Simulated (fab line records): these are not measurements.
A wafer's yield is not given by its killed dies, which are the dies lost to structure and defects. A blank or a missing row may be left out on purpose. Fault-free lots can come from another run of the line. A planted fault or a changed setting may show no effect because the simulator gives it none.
Problem report in the 8D (eight disciplines) form, filled by code    flow n5-finfet    the parts of the form that need people (team, actions taken, sign-off) are left out

1. WHAT IS WRONG
rf-fwd-power-W at N5_MIM_BOT_ETCH_ETCH_03 reads a mean of 1276.6 W on 6 wafers of 2 lots; wafers without a fault read 794.8 W with a standard deviation of 2.7. That is +99 or more standard deviations from the usual mean.
The step: etches the open film in Cl2/BCl3, target depth 12 nm.
First seen on wafer L450.1, day 16 12:57, on rie-metal-03. At this step, 33 wafers from 11 lots have a number in the record. Rule for "out" (also "out of limits"): further than 4 standard deviations from the usual mean. All remaining wafers that have a number are taken as sound.

2. WHAT THIS IS AND IS NOT
question                     is                      is not
which readings at this step  rf-fwd-power-W          drypump-motor-current-A, he-backside-leak-sccm, throttle-valve-pct
which lots                   L450, L452              L436, L439, L440, L441, L443, L444, L453, L454, L455
which wafers of those lots   all that have a number  -
read on which tools          rie-metal-03            rie-metal-01, rie-metal-02
when                         from day 16 12:57       up to then (18 sound wafers); but 9 sound wafers of L453, L454, L455 came after

3. WHAT RULES OUT EACH SUSPECT
Counting: a tool at a process step up to the reading stays a suspect if it ran every lot that is out and no sound lot after the first of them.
- rie-metal-03 at N5_MIM_BOT_ETCH_ETCH_03 (etches the open film in Cl2/BCl3, target depth 12 nm): kept. All lots that are out passed through it, beginning with L450 at day 16 12:57, and no sound lot followed; its final sound lot before that point was L443 at day 14 17:09. Its own readings are out on those wafers: rf-fwd-power-W.
Left after counting: rie-metal-03 at N5_MIM_BOT_ETCH_ETCH_03.

4. THE CAUSE (what the simulator had put in)
Process parameter drift: rie-metal-03, from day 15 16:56 on, at N5_MIM_BOT_ETCH_ETCH_03. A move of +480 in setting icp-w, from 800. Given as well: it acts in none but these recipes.
This tool alone remained once counting was done.

5. SEQUENCE OF EFFECTS, ordered by route
Rows list readings where the struck wafers' mean (over those with a number) sits beyond 3 standard deviations from the usual. Readings are gone through only where the record gives a usual standard deviation; hours: the median, over the lots, of the time from a lot's start at the first step in this table giving one to that lot's start at this step; sigmas: the change measured in usual standard deviations.
hours  step                     reading         usual      on struck wafers  change  sigmas
0      N5_MIM_BOT_ETCH_ETCH_03  oes-product-au  0.79 a.u.  1.06              +0.27   +3.1
0      N5_MIM_BOT_ETCH_ETCH_03  rf-fwd-power-W  794.8 W    1276.6            +481.8  +99 or more
It contains these process steps:
- N5_MIM_BOT_ETCH_ETCH_03: etches the open film in Cl2/BCl3, target depth 12 nm.

6. WHAT WOULD HAVE CAUGHT IT SOONER
In this record no reading fell out of limits until day 16 12:57, 20 hours after the fault had begun at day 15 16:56.
